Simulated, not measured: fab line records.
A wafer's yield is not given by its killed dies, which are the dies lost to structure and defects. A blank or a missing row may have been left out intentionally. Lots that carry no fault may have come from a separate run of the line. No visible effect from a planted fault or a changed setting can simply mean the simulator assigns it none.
Matching of chambers    flow nand-harc    3 sister chambers for NHARC_A_CONTACT_DEP_29 on pecvd-04
The step deposits SiON, target thk 100 nm. 14 wafers are shown with their chamber, then 7 later ones without.

== EACH WAFER AND ITS CHAMBER ==
wafer   chamber  heater-power-w (W)  heater-power-outer-w (W)
L074.1  2        787                 457
L074.3  1        742                 448
L074.4  1        755                 457
L078.3  1        724                 420
L078.4  2        796                 481
L078.6  0        691                 418
L083.1  1        808                 474
L083.3  0        738                 441
L083.5  1        825                 472
L086.1  1        747                 437
L086.3  2        692                 403
L086.6  2        690                 410
L087.2  0        707                 415
L087.4  1        727                 424

SIGNATURES (averages over the wafers above)
reading               chamber 0  chamber 1  chamber 2  scatter within a chamber
heater-power-w        712.00     761.14     741.25     43.4
heater-power-outer-w  424.67     447.43     437.75     26
Rule: a wafer's distance from a chamber is the root of the sum, over the readings, of the square of ((its reading less the chamber's mean) divided by the reading's scatter). If the next closest chamber is less than 2 further off than the closest, the wafer can't be placed; otherwise it belongs to the closest. The scatter is the square root of a quotient: the sum, over the shown wafers, of each reading's squared deviation from its chamber's mean, divided by wafers minus chambers.

== WAFERS WITHOUT THEIR CHAMBER ==
wafer   heater-power-w (W)  heater-power-outer-w (W)
L087.5  704                 414
L093.1  692                 412
L093.4  677                 404
L093.5  714                 416
L094.1  764                 438
L094.2  683                 369
L094.4  758                 440

== THE CHAMBER EACH PASSED THROUGH ==
wafer   from the rows above           in truth
L087.5  can't be placed: 0 or 2 or 1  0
L093.1  can't be placed: 0 or 2 or 1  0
L093.4  can't be placed: 0 or 2 or 1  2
L093.5  can't be placed: 0 or 2 or 1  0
L094.1  can't be placed: 1 or 2 or 0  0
L094.2  can't be placed: 0 or 2 or 1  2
L094.4  can't be placed: 1 or 2 or 0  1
Correctly placed: 0 of 7. Unplaceable from these rows: 7, with the true chamber sitting among the candidates in 7. Placed wrongly: 0.
